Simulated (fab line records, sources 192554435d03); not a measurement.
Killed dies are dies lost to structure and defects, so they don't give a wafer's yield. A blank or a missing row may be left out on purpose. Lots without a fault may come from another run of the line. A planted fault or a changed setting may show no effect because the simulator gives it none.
fab line records | flow n5_finfet
record lots=7 wafers=39
route steps=1938 shown BEOL_M9@1446 BEOL_M11@1579 BEOL_M14@1751 PASSIVATION@1910
start_h: hours from the record's first day to the start of the lot's first wafer shown | wait_h: hours since the lot's step before | " the same as in the row above | L1.1+2: a row that stands for several wafers | - no value, or no start given | * or withheld: withheld | < > ~ a bound
route shown NAME@n: a module of which the file shows steps, and the number in the route of the first | usual: mean/standard deviation of fault-free wafers | same: alike in all rows | chamber/n: place in a boat | sites: the reading at each site | _std_site: their standard deviation | _edge_site: outer sites' mean less inner sites' | radius_mm: how far each site lies from the wafer's centre | mask NAME#n: copy n | behind: the tool/chamber that last shaped the wafer | hold: why the lot was held/for how many hours/how that ended | device: the transistor (n, p or np) that didn't switch | end of line: the same wafers' tests at the end of the route | a step without rows: its recipe alone | killed: dies lost to structure and defects at the first sort, not the wafer's yield | map: a wafer's dies, x killed, . not, _ none there
set.NAME: the setting as run; set.NAME@STEP: as run at that earlier step | model.NAME: the simulator's own value behind a step, which no gauge read
lots whose settings were changed on purpose; a table a step, a row a wafer
## steps
# step N5_BEOL_M9_TRENCH_ETCH_37
# recipe chemistry=C4F6/O2 target_depth_a=1514.3 target=SiCOH_lowk time_s=49 ion_energy_ev=250 pressure_mtorr=30 source_w=345 bias_w=185 Ar_flow_sccm=300 C4F6_flow_sccm=10 O2_flow_sccm=10
# columns lot.wafer tool chamber start_h wait_h set.target_depth_a model.etch.depth_nm model.BEOL_M9.feature_depth_nm model.TiN_of_BEOL_M9_HM_DEP_02.thk_nm
L076.1+5 rie_diel-05 2 - - 1514.3 148.6 148.6 16.2
L076.2 " 1 " " 1870 186.5 186.4 15.2
L076.3 " 3 " " 1870 189.8 189.8 15
L076.4 " 0 " " 1514.3 149.3 149.4 16.4
L076.6 " 1 " " 1870 186.5 186.4 15
L082.1 rie_diel-04 2 - - 1514.3 149.7 149.8 16
L082.2 " 1 " " 1514.3 150.3 150.2 16
L082.3 " 0 " " 1514.3 152.1 152 15.8
L082.4 " 2 " " 1514.3 149.5 149.4 16
L082.5 " 0 " " 1514.3 152 152 16
L082.6 " 1 " " 1514.3 150.9 150.8 16
L086.1 rie_diel-04 0 - - 1099 109.5 109.4 16.8
L086.2 " 1 " " 1514.3 148.8 148.8 15.8
L086.3 " 3 " " 1099 106.4 106.4 17.2
L086.4 " 2 " " 1099 107.4 107.4 17
L086.5 " 2 " " 1514.3 147.4 147.4 16.2
L086.6 " 1 " " 1514.3 148 148 15.8
L088.1 rie_diel-05 0 - - 1829 180.2 180.2 15.2
L088.2 " 3 " " 1514.3 153.6 153.6 15.8
L088.3 " 2 " " 1829 178.5 178.6 15
L088.4 " 1 " " 1514.3 147.2 147.2 16
L088.5 " 2 " " 1514.3 147.6 147.6 16
L088.6 " 3 " " 1829 183.4 183.4 15
L089.1 rie_diel-03 3 - - 2197 218.9 218.8 13.6
L089.2 " 1 " " 1514.3 155 155 15.6
L089.3 " 2 " " 2197 219 219 13.6
L089.4 " 0 " " 1514.3 149.7 149.8 15.8
L089.5 " 0 " " 2197 218.3 218.2 13.8
L089.6 " 3 " " 1514.3 151.9 151.8 15.6
L091.1 rie_diel-05 0 - - 1514.3 148.3 148.2 16.2
L091.2 " 2 " " 1925 187.6 187.6 15
L091.3 " 1 " " 1514.3 148 148 16
L091.4 " 3 " " 1925 194.1 194 14.8
L091.5 " 0 " " 1925 188.3 188.4 14.8
L091.6 " 3 " " 1514.3 153.2 153.2 15.8
L095.4 rie_diel-04 3 - - 1514.3 149 149 15.4
L095.5 " 1 " " 1514.3 148.5 148.6 15.6
L095.6 " 0 " " 1514.3 151.4 151.4 15.4
# step N5_BEOL_M9_ETCH_41
# recipe chemistry=CH3F/O2 target=SiCN target_depth_a=366 taper_deg=2 time_s=70.1 ion_energy_ev=120 mask_material=TiN pressure_mtorr=30 source_w=395 bias_w=75 Ar_flow_sccm=150 CH3F_flow_sccm=30 O2_flow_sccm=20
# step N5_BEOL_M9_STRIP_80
# recipe chemistry=N2/H2 time_s=10 power_w=450 temp_c=40 pressure_mtorr=20 rf_frequency_hz=6e+07 bias_power_w=7 n2_flow_sccm=200 h2_flow_sccm=200
# step N5_BEOL_M9_OCD_MEAS_38
# usual trench_depth_nm=150.8/2.4
# columns lot.wafer tool chamber start_h wait_h set.target_depth_a@BEOL_M9_TRENCH_ETCH_37 trench_depth_nm
L076.1 ocd-02 - 215.48 - 1514.3 148.4
L076.2 " - " " 1870 186.2
L076.3 " - " " 1870 190.3
L076.4 " - " " 1514.3 149.3
L076.5 " - " " 1514.3 148.6
L076.6 " - " " 1870 186.6
L082.1 ocd-02 - 266.40 - 1514.3 149.7
L082.2 " - " " 1514.3 150.0
L082.3 " - " " 1514.3 151.9
L082.4 " - " " 1514.3 149.9
L082.5 " - " " 1514.3 151.9
L082.6 " - " " 1514.3 150.5
L086.1 ocd-02 - 309.14 - 1099 109.8
L086.2 " - " " 1514.3 148.4
L086.3 " - " " 1099 107.0
L086.4 " - " " 1099 107.6
L086.5 " - " " 1514.3 147.1
L086.6 " - " " 1514.3 148.1
L088.1 ocd-02 - 311.58 - 1829 180.6
L088.2 " - " " 1514.3 153.6
L088.3 " - " " 1829 178.3
L088.4 " - " " 1514.3 147.4
L088.5 " - " " 1514.3 147.3
L088.6 " - " " 1829 183.4
L089.1 ocd-02 - 315.26 - 2197 219.0
L089.2 " - " " 1514.3 155.1
L089.3 " - " " 2197 218.7
L089.4 " - " " 1514.3 149.9
L089.5 " - " " 2197 218.3
L089.6 " - " " 1514.3 151.8
L091.1 ocd-02 - 325.09 - 1514.3 147.8
L091.2 " - " " 1925 187.7
L091.3 " - " " 1514.3 148.3
L091.4 " - " " 1925 194.3
L091.5 " - " " 1925 188.0
L091.6 " - " " 1514.3 153.2
L095.4 ocd-02 - 343.22 - 1514.3 148.8
L095.5 " - " " 1514.3 148.0
L095.6 " - " " 1514.3 151.0
# step N5_BEOL_M9_HM_STRIP_39
# recipe chemistry=peroxide_tin_strip material=TiN target_depth_a=250 temp_c=50 time_s=158
# step N5_BEOL_M9_SRD_40
# recipe time_s=30 temp_c=23 rinse_liquid=diw dry=ipa_marangoni
# step N5_BEOL_M9_ECD_50
# recipe material=Cu target_thk_a=3180
# step N5_BEOL_M9_ANNEAL_51
# recipe temp_c=225 time_s=90 ambient=N2
# step N5_BEOL_M9_CMP_52
# recipe stop_on=SiCOH_lowk t_overpolish_s=7 down_force_psi=1 platen_rpm=50 clearing_platen_down_force_psi=1.5 clearing_platen_rpm=50 post_cmp_clean=cu_alkaline target_thk_nm=140 clearing_platen_pad_velocity_m_s=0.99484 pad_velocity_m_s=0.99484
# columns lot.wafer tool chamber start_h wait_h set.target_depth_a@BEOL_M9_TRENCH_ETCH_37 model.Cu_of_BEOL_M9_ECD_50.thk_nm
L076.4 cmp-03 1 217.61 0.1 1514.3 138.6
L076.1 " 2 " " 1514.3 138.2
L076.3 " 3 " " 1870 178.8
L076.2+6 " 0,2 " " 1870 175
L076.5 " 1 " " 1514.3 136.4
L082.1+6 cmp-04 2,3 268.57 0.3 1514.3 139.4
L082.3 " 3 " " 1514.3 140.8
L082.4 " 0 " " 1514.3 139
L082.2 " 1 " " 1514.3 139.8
L082.5 " 2 " " 1514.3 141.4
L086.3 cmp-03 1 311.21 0.2 1099 94
L086.1 " 2 " " 1099 97.2
L086.2 " 3 " " 1514.3 136.4
L086.4 " 0 " " 1099 95.2
L086.5 " 1 " " 1514.3 134.6
L086.6 " 2 " " 1514.3 135.4
L088.3 cmp-03 3 313.90 0.2 1829 165.4
L088.4 " 0 " " 1514.3 134.2
L088.2 " 1 " " 1514.3 143
L088.1 " 2 " " 1829 169
L088.5 " 3 " " 1514.3 134.4
L088.6 " 0 " " 1829 170.6
L089.3+5 cmp-03 2,3 317.06 0.2 2197 206.8
L089.2 " 3 " " 1514.3 142.6
L089.4 " 0 " " 1514.3 138.2
L089.1 " 1 " " 2197 207.2
L089.6 " 2 " " 1514.3 141.2
L091.1 cmp-01 3 327.76 0.3 1514.3 135.4
L091.3 " 0 " " 1514.3 135.2
L091.4 " 1 " " 1925 182.6
L091.2 " 2 " " 1925 175
L091.6 " 3 " " 1514.3 141.2
L091.5 " 0 " " 1925 176.6
L095.4 cmp-03 1 346.20 0.1 1514.3 136.8
L095.5 " 1 " " 1514.3 136.6
L095.6 " 2 " " 1514.3 140.4
# step N5_BEOL_M9_THK_MEAS_53
# recipe thk_meas_gauge=xrf reads=Cu_of_BEOL_M9_ECD_50
# usual M9_THK=140/3
# columns lot.wafer tool chamber start_h wait_h set.target_depth_a@BEOL_M9_TRENCH_ETCH_37 M9_THK[nm]
L076.1 film_metro-02 - 217.91 - 1514.3 140
L076.2 " - " " 1870 176
L076.3 " - " " 1870 180
L076.4 " - " " 1514.3 139
L076.5 " - " " 1514.3 138
L076.6 " - " " 1870 177
L082.1 film_metro-01 - 268.86 - 1514.3 139
L082.2 " - " " 1514.3 140
L082.3 " - " " 1514.3 141
L082.4 " - " " 1514.3 139
L082.5 " - " " 1514.3 141
L082.6 " - " " 1514.3 139
L086.1 film_metro-01 - 311.50 - 1099 97
L086.2 " - " " 1514.3 137
L086.3 " - " " 1099 94
L086.4 " - " " 1099 96
L086.5 " - " " 1514.3 134
L086.6 " - " " 1514.3 136
L088.1 film_metro-01 - 314.19 - 1829 169
L088.2 " - " " 1514.3 143
L088.3 " - " " 1829 166
L088.4 " - " " 1514.3 134
L088.5 " - " " 1514.3 135
L088.6 " - " " 1829 171
L089.1 film_metro-02 - 317.36 - 2197 209
L089.2 " - " " 1514.3 143
L089.3 " - " " 2197 209
L089.4 " - " " 1514.3 140
L089.5 " - " " 2197 209
L089.6 " - " " 1514.3 142
L091.1 film_metro-02 - 328.06 - 1514.3 137
L091.2 " - " " 1925 177
L091.3 " - " " 1514.3 137
L091.4 " - " " 1925 184
L091.5 " - " " 1925 178
L091.6 " - " " 1514.3 143
L095.4 film_metro-01 - 346.50 - 1514.3 138
L095.5 " - " " 1514.3 138
L095.6 " - " " 1514.3 142
# step N5_BEOL_M9_PRE_CLEAN_55
# recipe gas=NH3 time_s=15 temp_c=withheld rf_power_w=300
# step N5_BEOL_M9_DEP_56
# recipe material=SiCN target_thk_a=150 temp_c=withheld precursor=3MS/NH3 pressure_torr=3 rf_w=202 time_s=26.5
# step N5_BEOL_M9_RS_MEAS_57
# recipe thk_meas_gauge=four-point-probe reads=Cu_of_BEOL_M9_ECD_50+Co_of_BEOL_M9_CVD_78+TaN_of_BEOL_M9_ALD_74
# usual M9_RS=0.152/0.0033
# columns lot.wafer tool chamber start_h wait_h set.target_depth_a@BEOL_M9_TRENCH_ETCH_37 M9_RS[ohm/sq]
L076.1 film_metro-02 - 218.08 0.1 1514.3 0.153
L076.2 " - " " 1870 0.118
L076.3 " - " " 1870 0.115
L076.4 " - " " 1514.3 0.152
L076.5 " - " " 1514.3 0.155
L076.6 " - " " 1870 0.118
L082.1 film_metro-01 - 269.00 0.1 1514.3 0.152
L082.2 " - " " 1514.3 0.151
L082.3 " - " " 1514.3 0.150
L082.4 " - " " 1514.3 0.152
L082.5 " - " " 1514.3 0.149
L082.6 " - " " 1514.3 0.151
L086.1 film_metro-01 - 311.64 0.1 1099 0.227
L086.2 " - " " 1514.3 0.156
L086.3 " - " " 1099 0.236
L086.4 " - " " 1099 0.233
L086.5 " - " " 1514.3 0.157
L086.6 " - " " 1514.3 0.156
L088.1 film_metro-01 - 314.33 0.1 1829 0.123
L088.2 " - " " 1514.3 0.147
L088.3 " - " " 1829 0.126
L088.4 " - " " 1514.3 0.158
L088.5 " - " " 1514.3 0.158
L088.6 " - " " 1829 0.122
L089.1 film_metro-02 - 317.49 0.1 2197 0.098
L089.2 " - " " 1514.3 0.148
L089.3 " - " " 2197 0.098
L089.4 " - " " 1514.3 0.153
L089.5 " - " " 2197 0.099
L089.6 " - " " 1514.3 0.149
L091.1 film_metro-02 - 328.19 0.1 1514.3 0.156
L091.2 " - " " 1925 0.118
L091.3 " - " " 1514.3 0.156
L091.4 " - " " 1925 0.113
L091.5 " - " " 1925 0.117
L091.6 " - " " 1514.3 0.149
L095.4 film_metro-01 - 346.63 0.0 1514.3 0.155
L095.5 " - " " 1514.3 0.155
L095.6 " - " " 1514.3 0.150
# step N5_BEOL_M11_ETCH_41
# recipe chemistry=CH3F/O2 target=SiCN target_depth_a=426 taper_deg=2 time_s=86 ion_energy_ev=120 mask_material=TiN pressure_mtorr=30 source_w=395 bias_w=75 Ar_flow_sccm=150 CH3F_flow_sccm=30 O2_flow_sccm=20
# columns lot.wafer tool chamber start_h wait_h set.time_s model.etch.depth_nm
L076.1 rie_diel-04 0 - - 86 32.95
L076.2 " 2 " " 116.7 43.75
L076.3 " 1 " " 86 32.62
L076.4 " 3 " " 116.7 43.74
L076.5 " 2 " " 86 32.6
L076.6 " 3 " " 116.7 43.11
L082.1 rie_diel-03 1 - - 128 49.72
L082.2 " 3 " " 128 48.58
L082.3 " 0 " " 86 32.78
L082.4 " 2 " " 86 33.1
L082.5 " 1 " " 86 33.31
L082.6 " 0 " " 128 48.19
L086.1 rie_diel-04 1 - - 134 50.48
L086.2 " 3 " " 86 31.91
L086.3 " 0 " " 134 51.27
L086.4 " 2 " " 86 32.23
L086.5 " 3 " " 86 32.08
L086.6 " 0 " " 134 51.19
L088.1 rie_diel-04 1 - - 86 31.84
L088.2 " 2 " " 117.1 43.54
L088.3 " 0 " " 86 32.54
L088.4 " 3 " " 117.1 42.83
L088.5 " 1 " " 86 32.08
L088.6 " 0 " " 117.1 43.98
L089.1 rie_diel-05 0 - - 113.2 41.94
L089.2 " 1 " " 86 31.92
L089.3 " 2 " " 113.2 41.74
L089.4 " 3 " " 113.2 43.28
L089.5 " 0 " " 86 31.87
L089.6 " 3 " " 86 32.68
L091.1 rie_diel-05 0 - - 86 32.04
L091.2 " 2 " " 86 31.8
L091.3 " 3 " " 135.7 52.14
L091.4 " 2 " " 86 31.75
L091.5 " 3 " " 135.7 52.13
L091.6 " 0 " " 135.7 50.23
L095.4 rie_diel-03 2 - - 86 32.28
L095.5 " 1 " " 86 33
L095.6 " 3 " " 86 32.13
# step N5_BEOL_M14_ETCH_68
# recipe chemistry=N2/H2 target=SOC mask_material=SiARC source_w=3000 bias_w=350 temp_c=40 time_s=450 ion_energy_ev=200 pressure_mtorr=30 n2_flow_sccm=200 h2_flow_sccm=200
# columns lot.wafer tool chamber start_h wait_h set.time_s model.SiARC_of_BEOL_M14_COAT_66.thk_nm
L076.1 rie_diel-06 0 248.35 0.1 450 64.4
L076.2 " 1 " " 450 64.8
L076.3 " 2 " " 677.3 41.4
L076.4 " 1 " " 450 65
L076.5 " 2 " " 677.3 41
L076.6 " 0 " " 677.3 41.6
L082.1 rie_diel-02 2 310.51 0.1 450 64.4
L082.2+3 " 0,3 " " 534 57
L082.4 " 1 " " 534 56.6
L082.5 " 2 " " 450 64.6
L082.6 " 3 " " 450 65.4
L086.1 rie_diel-02 1 342.92 0.1 620.7 48
L086.2 " 3 " " 620.7 49.4
L086.3 " 0 " " 620.7 49.2
L086.4 " 2 " " 450 65.2
L086.5 " 3 " " 450 66
L086.6 " 0 " " 450 66.2
L088.1 rie_diel-02 1 344.37 0.1 450 64.6
L088.2 " 0 " " 342.1 76
L088.3 " 2 " " 450 65
L088.4 " 1 " " 450 64.8
L088.5 " 0 " " 342.1 76.2
L088.6 " 2 " " 342.1 75.8
L089.1 rie_diel-02 2 345.49 0.1 371.7 73.4
L089.2 " 1 " " 371.7 72.2
L089.3 " 0 " " 450 65.6
L089.4 " 2 " " 371.7 72.8
L089.5 " 1 " " 450 64.6
L089.6 " 0 " " 450 66
L091.1 rie_diel-06 3 363.20 0.1 450 65
L091.2 " 2 " " 666.2 43.2
L091.3 " 1 " " 450 65.8
L091.4 " 2 " " 666.2 43
L091.5 " 3 " " 450 64.6
L091.6 " 1 " " 666.2 44.4
L095.4+5 rie_diel-01 2,3 377.96 0.1 450 65.8
L095.6 " 0 " " 450 65.2
# step N5_PASSIVATION_ETCH_59
# recipe chemistry=Cl2/BCl3 target=TaN target_depth_a=650 time_s=34.9 ion_energy_ev=100 pressure_mtorr=10 icp_w=900 bias_w=100 Cl2_flow_sccm=60 bcl3_flow_sccm=30
# columns lot.wafer tool chamber start_h wait_h set.time_s model.etch.depth_nm
L076.1 rie_metal-03 1 268.62 0.3 34.9 64.53
L076.2 " 0 " " 34.9 65.26
L076.3 " 1 " " 55.03 102.4
L076.4 " 0 " " 55.03 104.1
L076.5 " 1 " " 55.03 102.6
L076.6 " 0 " " 34.9 65.7
L082.1 rie_metal-01 1 328.07 0.3 34.9 67.21
L082.2 " 0 " " 34.9 65
L082.3 " 1 " " 34.9 66.91
L082.4 " 0 " " 34.9 65.14
L082.5 " 1 " " 34.9 67.55
L082.6 " 0 " " 34.9 65.08
L086.1 rie_metal-02 1 360.47 0.3 40.61 76.55
L086.2 " 0 " " 40.61 75.53
L086.3 " 1 " " 34.9 66.35
L086.4 " 0 " " 34.9 64.39
L086.5 " 1 " " 40.61 77.22
L086.6 " 0 " " 34.9 64.38
L088.1 rie_metal-02 1 368.79 0.3 14.7 27.79
L088.2 " 0 " " 34.9 64.96
L088.3 " 0 " " 34.9 64.5
L088.4 " 1 " " 14.7 28.01
L088.5 " 1 " " 14.7 27.9
L088.6 " 0 " " 34.9 65.11
L089.1 rie_metal-01 1 370.03 0.3 34.9 66.75
L089.2 " 0 " " 34.9 65.22
L089.3 " 0 " " 34.9 64.39
L089.4 " 1 " " 34.9 67.35
L089.5 " 0 " " 34.9 64.52
L089.6 " 1 " " 34.9 66.59
L091.1 rie_metal-03 1 385.54 0.3 34.9 64.7
L091.2 " 0 " " 43.54 82.45
L091.3 " 0 " " 43.54 82.67
L091.4 " 1 " " 34.9 64.68
L091.5 " 0 " " 43.54 81.64
L091.6 " 1 " " 34.9 65.14
L095.4 rie_metal-01 0 399.86 0.2 34.9 64.17
L095.5 " 0 " " 34.9 64.28
L095.6 " 1 " " 34.9 66.51
## key
split step=N5_BEOL_M9_TRENCH_ETCH_37 setting=target_depth_a stated=1514.3 by=wafer
response step=N5_BEOL_M9_TRENCH_ETCH_37 reading=model.etch.depth_nm change=+1.5 per=1% r=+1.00
response step=N5_BEOL_M9_TRENCH_ETCH_37 reading=model.BEOL_M9.feature_depth_nm change=+1.5 per=1% r=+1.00
response step=N5_BEOL_M9_TRENCH_ETCH_37 reading=model.TiN_of_BEOL_M9_HM_DEP_02.thk_nm change=-0.0436 per=1% r=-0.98
response step=N5_BEOL_M9_OCD_MEAS_38 reading=trench_depth_nm change=+1.5 per=1% r=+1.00
response step=N5_BEOL_M9_CMP_52 reading=model.Cu_of_BEOL_M9_ECD_50.thk_nm change=+1.5 per=1% r=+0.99
response step=N5_BEOL_M9_THK_MEAS_53 reading=M9_THK change=+1.51 per=1% r=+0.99
response step=N5_BEOL_M9_RS_MEAS_57 reading=M9_RS shape=bent at_lowest=0.232 at_stated=0.153 at_highest=0.098
split step=N5_BEOL_M11_ETCH_41 setting=time_s stated=86 by=wafer
response step=N5_BEOL_M11_ETCH_41 reading=model.etch.depth_nm change=+0.328 per=1% r=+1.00
split step=N5_BEOL_M14_ETCH_68 setting=time_s stated=450 by=wafer
response step=N5_BEOL_M14_ETCH_68 reading=model.SiARC_of_BEOL_M14_COAT_66.thk_nm change=-0.453 per=1% r=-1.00
split step=N5_PASSIVATION_ETCH_59 setting=time_s stated=34.9 by=wafer
response step=N5_PASSIVATION_ETCH_59 reading=model.etch.depth_nm change=+0.654 per=1% r=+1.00
